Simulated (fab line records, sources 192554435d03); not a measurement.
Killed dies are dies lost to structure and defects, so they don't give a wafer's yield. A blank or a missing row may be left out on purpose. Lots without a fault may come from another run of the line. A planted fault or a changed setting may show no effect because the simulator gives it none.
Split-lot experiment | flow n5_finfet | 4 lots, 21 wafers read, on a route of 1938 steps

THE SPLIT
At N5_BEOL_M8_COAT_60 (time 60 s, resist thk 35 nm), the setting spin_rpm was moved away from the recipe's 1500 rpm on 9 of the 21 wafers read, by +7.8% to +10.7%. The other wafers ran this setting at the recipe's value.

FROM THE SPLIT TO THE READING: what the file shows between them, 3 steps
- N5_BEOL_M8_COAT_05: resist thk 90 nm
- N5_BEOL_M8_EBR_07
- N5_BEOL_M8_DESCUM_16: chemistry O2, time 7.9 s

THE READING
CAR-ArF_of_BEOL_M8_COAT_05.thk_nm (the simulator's own value, which no gauge read), in nm, at N5_BEOL_M8_ETCH_61 (etches SiARC in CF4, target depth 45.5 nm, time 75.8 s). The file gives no usual value for it. The 12 wafers here that ran the recipe average 50.9 nm, standard deviation 0.17 nm.

wafer  | tool, chamber at the split | spin_rpm as run, rpm | against the recipe | CAR-ArF_of_BEOL_M8_COAT_05.thk_nm, nm | against lot-mates on the recipe
L077.1 | litho_track-04, 0          | 1658                 | +10.5%             | 52.6                                  | +1.6
L077.2 | litho_track-04, 0          | 1500                 | recipe             | 51                                    | -
L077.3 | litho_track-04, 0          | 1658                 | +10.5%             | 52.6                                  | +1.6
L077.4 | litho_track-04, 0          | 1500                 | recipe             | 51.2                                  | -
L077.5 | litho_track-04, 0          | 1500                 | recipe             | 50.8                                  | -
L077.6 | litho_track-04, 0          | 1658                 | +10.5%             | 52.6                                  | +1.6
L084.1 | litho_track-02, 0          | 1500                 | recipe             | 50.6                                  | -
L084.2 | litho_track-02, 0          | 1500                 | recipe             | 51                                    | -
L084.3 | litho_track-02, 0          | 1500                 | recipe             | 50.8                                  | -
L084.4 | litho_track-02, 0          | 1660                 | +10.7%             | 52.6                                  | +1.8
L084.5 | litho_track-02, 0          | 1660                 | +10.7%             | 52.4                                  | +1.6
L084.6 | litho_track-02, 0          | 1660                 | +10.7%             | 52.4                                  | +1.6
L083.4 | litho_track-03, 0          | 1500                 | recipe             | 51                                    | -
L083.5 | litho_track-03, 0          | 1500                 | recipe             | 51                                    | -
L083.6 | litho_track-03, 0          | 1500                 | recipe             | 50.8                                  | -
L089.1 | litho_track-03, 0          | 1617                 | +7.8%              | 51.8                                  | +1.0
L089.2 | litho_track-03, 0          | 1500                 | recipe             | 50.8                                  | -
L089.3 | litho_track-03, 0          | 1617                 | +7.8%              | 52                                    | +1.2
L089.6 | litho_track-03, 0          | 1617                 | +7.8%              | 52                                    | +1.2
L089.4 | litho_track-03, 0          | 1500                 | recipe             | 50.6                                  | -
L089.5 | litho_track-03, 0          | 1500                 | recipe             | 51                                    | -

THE FIT
A straight line over all 21 wafers: CAR-ArF_of_BEOL_M8_COAT_05.thk_nm changes by +0.152 nm for each +1% of spin_rpm; r = +0.98; the points scatter about the line by 0.16 nm.
The same after taking each lot's own level away (the mean of its wafers on the recipe; 21 wafers): +0.153 nm for each +1%; r = +0.99; scatter 0.13 nm.
On that fit, the largest move of spin_rpm shifts the reading by 1.6 nm.
The lots' own levels span 50.80 to 51.00 nm, that is 1.2 times the standard deviation above.
So the lot-to-lot level changes the slope little: the two slopes agree.
Check: with one of the wafers moved furthest among these (+10.7%) left out of the fit, the line predicts +1.6 nm for it against its lot-mates. It came out at +1.8 nm against them.

OTHER SPLITS ON THESE WAFERS
These wafers also went through other splits before the reading. Each is held against what the fit with the lots' levels taken away leaves over:
other split on the same wafers | wafers away from the commonest value | r with CAR-ArF_of_BEOL_M8_COAT_05.thk_nm (lot level and that fit taken away)
N5_BEOL_M7_ETCH_61 source_w    | 9                                    | +0.28
N5_BEOL_M7_COAT_22 spin_rpm    | 6                                    | +0.04
N5_BEOL_M8_ILD_DEP_00 time_s   | 9                                    | -0.27

THE WHOLE CHAIN: every reading that the file lists as answering this split, in the file's order
step               | what it does                                           | reading                                                                            | change (the file's fit)               | r (the file's)
N5_BEOL_M8_COAT_60 | time 60 s, resist thk 35 nm                            | SiARC_of_BEOL_M8_COAT_60.thk_nm (the simulator's own value, which no gauge read)   | -0.16 nm for each +1% of the setting  | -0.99
N5_BEOL_M8_ETCH_61 | etches SiARC in CF4, target depth 45.5 nm, time 75.8 s | etch.depth_nm (the simulator's own value, which no gauge read)                     | -0.16 nm for each +1% of the setting  | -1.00
N5_BEOL_M8_ETCH_61 | etches SiARC in CF4, target depth 45.5 nm, time 75.8 s | CAR-ArF_of_BEOL_M8_COAT_05.thk_nm (the simulator's own value, which no gauge read) | +0.152 nm for each +1% of the setting | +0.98

THE FILE'S OWN FIT
CAR-ArF_of_BEOL_M8_COAT_05.thk_nm changes by +0.152 nm for each +1% of spin_rpm, r = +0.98.
